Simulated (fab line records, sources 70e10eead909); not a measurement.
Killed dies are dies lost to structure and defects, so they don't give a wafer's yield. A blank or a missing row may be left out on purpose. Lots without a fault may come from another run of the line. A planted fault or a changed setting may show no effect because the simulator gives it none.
A struck lot beside a sound one | flow nand_harc | 15 steps out of a route of 1159
Sound: wafers L913.2, L913.3, L913.5. Struck: wafer L926.4. (L926.6 of the same lot was not struck and is left out.) The cause comes at the end.
At each step with rows: each side's tool, then ch and its chambers, then its first start. Under that, the readings that differ: sound wafers | struck wafers | difference of the means | sigmas: that difference in standard deviations of wafers without a fault.
alike: readings whose means differ by less than 2 such deviations, and words and numbers that are the same on both sides. not compared: withheld readings, readings that some wafer has no value for, bounds like >300 that may hide the same value, and numbers for which the record gives no deviation and whose values overlap.
The two part at a step that has a row with sigmas, a row that says differs or no value, or rows on one side only. Numbers that don't overlap but have no deviation are shown without sigmas and don't part them. A reading that every wafer of one side lacks parts them only if that side has two wafers or more.

first, 1 step without rows for these wafers: NHARC_A_ONON_D1_DEP_09 (target thk 1000 nm).
NHARC_A_ONON_D1_THK_MEAS_11: measures by ellipsometry.
  sound on film_metro-02, day 8 07:54; struck on film_metro-01, day 11 09:31
  reading     | sound       | struck | difference | sigmas
  thk_nm (nm) | 970 970 969 | 1005   | +35        | +4
then, 1 step without rows for these wafers: NHARC_A_ONON_D1_DEP_12 (target thk 1000 nm).
NHARC_A_ONON_D1_THK_MEAS_14: measures by ellipsometry.
  sound on film_metro-01, day 8 08:28; struck on film_metro-01, day 11 10:05
  alike: thk_nm
then, 2 steps without rows for these wafers: NHARC_A_ONON_D1_ANNEAL_15 (time 3600 s); NHARC_A_ONON_D1_DEP_16 (target thk 1000 nm).
NHARC_A_ONON_D1_THK_MEAS_18: measures by ellipsometry.
  sound on film_metro-02, day 8 15:38; struck on film_metro-01, day 11 17:15
  alike: thk_nm
then, 1 step without rows for these wafers: NHARC_A_ONON_D1_DEP_19 (target thk 1000 nm).
NHARC_A_ONON_D1_THK_MEAS_21: measures by ellipsometry.
  sound on film_metro-02, day 8 16:13; struck on film_metro-02, day 11 17:49
  alike: thk_nm
then, 1 step without rows for these wafers: NHARC_A_ONON_D1_DEP_22 (target thk 1000 nm).
NHARC_A_ONON_D1_THK_MEAS_24: measures by ellipsometry.
  sound on film_metro-02, day 8 16:48; struck on film_metro-01, day 11 18:23
  alike: thk_nm
NHARC_A_ONON_D1_DEP_25: target thk 1000 nm.
  sound on pecvd_onon-02 ch 0, day 8 16:55; struck on pecvd_onon-02 ch 0, day 11 18:37
NHARC_A_ONON_D1_THK_MEAS_27: measures by ellipsometry.
  sound on film_metro-02, day 8 17:22; struck on film_metro-02, day 11 18:59
  reading     | sound       | struck | difference | sigmas
  thk_nm (nm) | 998 998 997 | 1477   | +479       | +49
then, 1 step without rows for these wafers: NHARC_A_ONON_D1_DEP_28 (target thk 1000 nm).
-- the record jumps here: 12 days lie between the struck wafers' starts before and after (it left off in module A_ONON_D1 and takes up again in module END, whose first step shown is number 1159 of the route) --
NHARC_END_SORT_01:
  the record has rows for the struck wafers here (prober-01 ch 0, day 23 08:53) and none for the sound ones

WHERE THEY PART
First at NHARC_A_ONON_D1_THK_MEAS_11; last, within this record, at NHARC_END_SORT_01.

WHY: what the simulator had put in
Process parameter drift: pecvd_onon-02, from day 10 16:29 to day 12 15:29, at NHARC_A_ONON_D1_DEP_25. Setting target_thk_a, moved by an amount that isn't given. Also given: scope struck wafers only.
